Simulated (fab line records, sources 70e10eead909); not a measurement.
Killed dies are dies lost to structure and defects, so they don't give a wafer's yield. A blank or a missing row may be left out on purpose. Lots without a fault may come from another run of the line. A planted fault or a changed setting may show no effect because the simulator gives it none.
Chamber matching | flow nand_harc | NHARC_A_STAIRCASE_DESCUM_219 on rie_diel-10: 4 sister chambers
The step chemistry O2, time 3 s. 14 wafers are shown with their chamber, then 7 later ones without.

WAFERS WITH THEIR CHAMBER
wafer  | chamber | showerhead_plenum_p_Torr (Torr) | oes_product_au (a.u.) | rf_vpp_V (V)
L077.4 | 1       | 1.79                            | 1.010                 | 56.5
L077.5 | 0       | 2.06                            | 1.031                 | 59.9
L077.6 | 3       | 1.84                            | 0.997                 | 57.5
L078.3 | 3       | 1.84                            | 0.996                 | 56.0
L078.5 | 0       | 2.05                            | 1.017                 | 58.9
L078.6 | 3       | 1.84                            | 0.987                 | 56.9
L082.1 | 3       | 1.84                            | 0.993                 | 58.5
L082.2 | 1       | 1.78                            | 0.992                 | 57.4
L082.4 | 0       | 2.05                            | 1.001                 | 59.2
L085.1 | 2       | 1.84                            | 1.006                 | 57.7
L085.3 | 0       | 2.05                            | 1.011                 | 58.0
L085.4 | 3       | 1.84                            | 0.993                 | 59.4
L084.2 | 2       | 1.84                            | 1.010                 | 59.0
L084.3 | 0       | 2.05                            | 1.016                 | 57.5

SIGNATURES (means of the wafers above)
reading                  | chamber 0 | chamber 1 | chamber 2 | chamber 3 | scatter within a chamber
showerhead_plenum_p_Torr | 2.0520    | 1.7850    | 1.8400    | 1.8400    | 0.00361
oes_product_au           | 1.01520   | 1.00100   | 1.00800   | 0.99320   | 0.00839
rf_vpp_V                 | 58.700    | 56.950    | 58.350    | 57.660    | 1.1
Rule: a wafer's distance from a chamber is the root of the sum, over the readings, of the square of ((its reading less the chamber's mean) divided by the reading's scatter). The wafer belongs to the nearest chamber; if the next one is less than 2 further off, it can't be placed. The scatter: the root of (the sum of the squares of (reading less its chamber's mean) over the shown wafers, divided by (wafers less chambers)).

WAFERS WITHOUT THEIR CHAMBER
wafer  | showerhead_plenum_p_Torr (Torr) | oes_product_au (a.u.) | rf_vpp_V (V)
L084.6 | 1.78                            | 0.997                 | 59.0
L089.2 | 1.78                            | 1.022                 | 58.5
L089.4 | 1.83                            | 1.020                 | 57.6
L089.6 | 1.78                            | 1.006                 | 58.0
L097.2 | 1.77                            | 1.017                 | 57.0
L097.5 | 1.77                            | 1.016                 | 58.3
L097.6 | 1.82                            | 1.018                 | 58.7

WHICH CHAMBER EACH WENT THROUGH
wafer  | from the rows above     | in truth
L084.6 | 1                       | 1
L089.2 | 1                       | 1
L089.4 | can't be placed: 2 or 3 | 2
L089.6 | 1                       | 1
L097.2 | 1                       | 1
L097.5 | 1                       | 1
L097.6 | can't be placed: 2 or 3 | 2
Placed correctly: 5 of 7. Can't be placed from these rows: 2 (the true chamber is among the candidates in 2). Placed wrongly: 0.
